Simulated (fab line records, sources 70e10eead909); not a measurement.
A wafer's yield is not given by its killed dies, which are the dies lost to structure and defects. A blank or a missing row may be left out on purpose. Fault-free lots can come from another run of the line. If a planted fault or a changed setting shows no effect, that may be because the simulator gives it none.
A struck lot beside a sound one || flow nand-harc || 15 out of 1159 route steps
Sound: the wafers L556.1, L556.3, L556.4. Wafers struck: L559.1, L559.5, L559.6. Last of all comes the cause.
Each step with rows lists, per side, the tool, then ch with its chambers, then its first start. Under that, the readings that differ: sound wafers || struck wafers || difference of the means || sigmas: that difference in standard deviations of wafers without a fault.
alike: readings whose means differ by less than 2 such deviations, and words and numbers that are the same on both sides. not compared: withheld readings, readings that some wafer has no value for, bounds like >300 that may hide the same value, and numbers for which the record gives no deviation and whose values overlap.
A row with sigmas, a row that says differs or no value, or rows on one side alone: a step with any of these is where the two part. Non-overlapping numbers with no deviation appear without sigmas and do not part them. A reading that every wafer of one side lacks parts them only if that side has two wafers or more.

first, 8 steps without rows for these wafers: NHARC_A_CONTACT_COAT_86 (time 75 s); NHARC_A_CONTACT_COAT_87 (time 65 s); NHARC_A_CONTACT_COAT_02 (resist thk 90 nm); NHARC_A_CONTACT_SOFTBAKE_03 (time 55 s); NHARC_A_CONTACT_EBR_04; NHARC_A_CONTACT_EXPOSE_05 (exposes mask A CC); NHARC_A_CONTACT_PEB_06 (peb time 65 s); NHARC_A_CONTACT_DEVELOP_07 (develop time 35 s).
NHARC_A_CONTACT_CD_MEAS_08: the cd target is 100 nm.
  sound on cd-sem-03 ch 0, day 17 08:47; struck on cd-sem-02 ch 0, day 18 03:54
  alike: cd-nm
NHARC_A_CONTACT_OVL_MEAS_09:
  sound: overlay-02 at day 17 08:52; struck: overlay-02 at day 18 03:59
  alike: overlay-x-nm, overlay-y-nm
NHARC_A_CONTACT_INSPECT_10:
  sound: defect-inspect-01 at day 17 08:55; struck: defect-inspect-02 at day 18 04:01
  alike: raw-defect-count
NHARC_A_CONTACT_DESCUM_13: chemistry O2, time 3 s.
  sound on rie-diel-05 ch 0,1,2, day 17 09:00; struck on rie-diel-05 ch 0,1, day 18 04:05
  alike: drypump-motor-current-A, oes-product-au, rf-vpp-V, showerhead-plenum-p-Torr, throttle-valve-pct
  not compared: rf-hours-counter-h
NHARC_A_CONTACT_ETCH_88: etches the open film in CF4, target depth 39 nm, time 65 s.
  sound on rie-diel-05 ch 0,1,3, day 17 09:05; struck on rie-diel-05 ch 1,2,3, day 18 04:11
{"reading": "run-length-s (s)", "sound": "86.1 86.1 86.7", "struck": "70.7 70.1 70.3", "difference": -15.9, "sigmas": -40}
  alike: drypump-motor-current-A, oes-product-au, rf-vpp-V, showerhead-plenum-p-Torr, throttle-valve-pct
  not compared: rf-hours-counter-h
NHARC_A_CONTACT_ETCH_89: etches the open film in N2/H2, target depth 260 nm, time 475.3 s.
  sound on rie-diel-05 ch 0,2,3; struck on rie-diel-05 ch 1,2
  alike: drypump-motor-current-A, oes-product-au, rf-vpp-V, run-length-s, showerhead-plenum-p-Torr, throttle-valve-pct
  not compared: rf-hours-counter-h
-- jump in the record: it breaks off in module A_CONTACT and resumes in module END (first step shown: number 1159 of the route), and 3 days separate the struck wafers' starts before and after --
NHARC_END_SORT_01:
  only the struck wafers appear in the record here, on prober-01 ch 0 at day 20 17:43; the sound ones have no rows

== WHERE THEY PART ==
At NHARC_A_CONTACT_ETCH_88 first; at NHARC_END_SORT_01 last (within this record only).

WHY: the cause the simulator had injected
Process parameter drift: rie-diel-05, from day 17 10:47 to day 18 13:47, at NHARC_A_CONTACT_ETCH_88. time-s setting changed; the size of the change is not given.
